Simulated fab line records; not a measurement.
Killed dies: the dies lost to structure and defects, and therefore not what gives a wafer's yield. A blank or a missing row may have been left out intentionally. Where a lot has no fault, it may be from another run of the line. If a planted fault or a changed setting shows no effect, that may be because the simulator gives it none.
Comparing a struck lot with a sound one :: flow n5Finfet :: 26 out of 1938 route steps
Sound: wafers L719.1, L719.3, L719.5. Struck: wafers L727.1, L727.2, L727.3. At the end, the cause is stated.
Each step with rows lists, per side, the tool, then ch with its chambers, then its first start. Under that, the readings that differ: sound wafers :: struck wafers :: difference of the means :: sigmas: that difference in standard deviations of wafers without a fault.
alike: readings whose means differ by less than 2 such deviations, and words and numbers that are the same on both sides. not compared: withheld readings, readings that some wafer has no value for, bounds like >300 that may hide the same value, and numbers for which the record gives no deviation and whose values overlap.
The two part at a step that has a row with sigmas, a row that says differs or no value, or rows on one side only. Numbers that don't overlap but have no deviation are shown without sigmas and don't part them. A reading that every wafer of one side lacks parts them only if that side has two wafers or more.

first, 1 step without rows for these wafers: N5_MOL_CONTACT_COAG_SRD_126 (dry time 32 s).
N5_MOL_CONTACT_COAG_CMP_23: polishes, stops on SiO2, t overpolish 1.5 s, target thk 0 nm.
  sound on cmp-01 ch 1,2, day 6 15:20; struck on cmp-01 ch 0,2,3, day 8 17:56
  alike: edgeZonePressureFrac, motorCurrentA, overpolishRunS, timeToEndpointS
then, 2 steps without rows for these wafers: N5_MOL_CONTACT_COAG_WET_ETCH_26 (target Co, target depth 13 nm); N5_MOL_CONTACT_COAG_WET_ETCH_116 (etches the open film in SC1-inhibited, target depth 4.6 nm, rinse time 30 s).
N5_MOL_CONTACT_COAG_ALD_27: deposits SiOC, target thk 17 nm, pulse time 1.5 s, time 2720 s.
  sound on aldSin-03 ch 0,1, day 6 16:13; struck on aldSin-02 ch 0,2,3, day 8 19:43
  alike: heaterPowerW, precursorPulseHeightRel
then, 1 step without rows for these wafers: N5_MOL_CONTACT_COAG_CMP_28 (polishes, stops on SiNx, t overpolish 0.85 s, target thk 14.522 nm).
N5_MOL_CONTACT_COAG_THK_MEAS_29:
  sound on filmMetro-01, day 6 18:11; struck on filmMetro-01, day 8 21:34
  alike: MD_CAP_THK
N5_MOL_CONTACT_COAG_ALD_123: deposits SiNx, target thk 5 nm, pulse time 1 s, purge time 2 s.
  sound on aldSin-01 ch 0,1, day 6 18:45; struck on aldSin-02 ch 0,1,2, day 8 21:37
  alike: heaterPowerW, precursorPulseHeightRel
then, 2 steps without rows for these wafers: N5_MOL_CONTACT_COAG_PECVD_31 (deposits SiO2 from TEOS/O2, target thk 46 nm, time 8.9 s); N5_MOL_CONTACT_COAG_COAT_75 (time 60 s, resist thk 60 nm).
N5_MOL_CONTACT_COAG_COAT_76: time 60 s, resist thk 10 nm.
  sound on lithoTrack-03 ch 0, day 6 19:33; struck on lithoTrack-05 ch 0, day 8 22:10
reading: spinSpeedRpm (rpm)
sound: 1499.1 1499.1 1500.5
struck: 1454.2 1456.4 1453.8
difference: -44.8
sigmas: -51
  alike: exhaustPa
then, 7 steps without rows for these wafers: N5_MOL_CONTACT_COAG_COAT_77 (time 60 s, resist thk 10 nm); N5_MOL_CONTACT_COAG_COAT_78 (resist thk 40 nm); N5_MOL_CONTACT_COAG_EBR_80; N5_MOL_CONTACT_COAG_SOFTBAKE_79 (time 60 s); N5_MOL_CONTACT_COAG_EXPOSE_81 (exposes mask VG, defocus 0 nm); N5_MOL_CONTACT_COAG_PEB_82 (peb time 60 s); N5_MOL_CONTACT_COAG_DEVELOP_83 (develop time 30 s).
N5_MOL_CONTACT_COAG_CD_MEAS_84: target cd 25.1 nm.
  sound on cdSem-03 ch 0, day 6 19:57; struck on cdSem-02 ch 0, day 8 22:28
  alike: cdNm
N5_MOL_CONTACT_COAG_OVL_MEAS_85:
  sound on overlay-01 ch 0, day 6 19:59; struck on overlay-01 ch 0, day 8 22:29
  alike: VG_OVL
N5_MOL_CONTACT_COAG_INSPECT_57: inspects for defects (brightfield).
  sound on defectInspect-01, day 6 20:02; struck on defectInspect-02, day 8 22:32
  alike: rawDefectCount
N5_MOL_CONTACT_COAG_DESCUM_88: chemistry O2, time 7 s.
  sound on rieDiel-05 ch 0,2,3, day 6 20:17; struck on rieDiel-06 ch 1,2,3, day 8 22:35
  alike: drypumpMotorCurrentA, oesProductAu, rfVppV, showerheadPlenumPTorr, throttleValvePct
  not compared: rfHoursCounterH
then, 1 step without rows for these wafers: N5_MOL_CONTACT_COAG_ETCH_89 (etches underlayer in N2/H2, target depth 13 nm, time 10.4 s).
N5_MOL_CONTACT_COAG_ETCH_90: etches SiARC in CF4, target depth 13 nm, time 21.7 s.
  sound on rieDiel-05 ch 0,2,3, day 6 20:20; struck on rieDiel-06 ch 1,2,3, day 8 22:38
reading: model.etch.depthNm (nm)
sound: 10.02 10.03 10.01
struck: 10.12 10.15 10.14
difference: +0.12
sigmas: 
  alike: drypumpMotorCurrentA, etchRfOnTimeS, oesProductAu, rfVppV, showerheadPlenumPTorr, throttleValvePct
  not compared: rfHoursCounterH
N5_MOL_CONTACT_COAG_ALD_131: deposits SiO2, target thk 5 nm, pulse time 1 s, co reactant pulse time 1 s.
  sound on aldSin-02 ch 1,2, day 6 20:25; struck on aldSin-02 ch 0,1,2, day 8 23:05
  alike: heaterPowerW, precursorPulseHeightRel
-- the record jumps here: 4 days lie between the struck wafers' starts before and after (it left off in module MOL_CONTACT_COAG and takes up again in module BEOL_M4, whose first step shown is number 1111 of the route) --
N5_BEOL_M4_RC_MEAS_101:
  sound on prober-02 ch 0, day 10 03:49; struck on prober-01 ch 0, day 12 22:23
  alike: DIBL_N, DIBL_P, IOFF_N, IOFF_P, ION_N, ION_P, SS_N, SS_P, VT_N, VT_P

WHERE THEY PART
N5_MOL_CONTACT_COAG_COAT_76 only, going by this record. Later steps at which nothing parts them and some readings are alike: N5_MOL_CONTACT_COAG_CD_MEAS_84, N5_MOL_CONTACT_COAG_OVL_MEAS_85, N5_MOL_CONTACT_COAG_INSPECT_57, N5_MOL_CONTACT_COAG_DESCUM_88, N5_MOL_CONTACT_COAG_ETCH_90, N5_MOL_CONTACT_COAG_ALD_131, N5_BEOL_M4_RC_MEAS_101.

WHY: the cause the simulator had injected
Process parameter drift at N5_MOL_CONTACT_COAG_COAT_76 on lithoTrack-05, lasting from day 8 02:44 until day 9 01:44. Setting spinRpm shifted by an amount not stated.
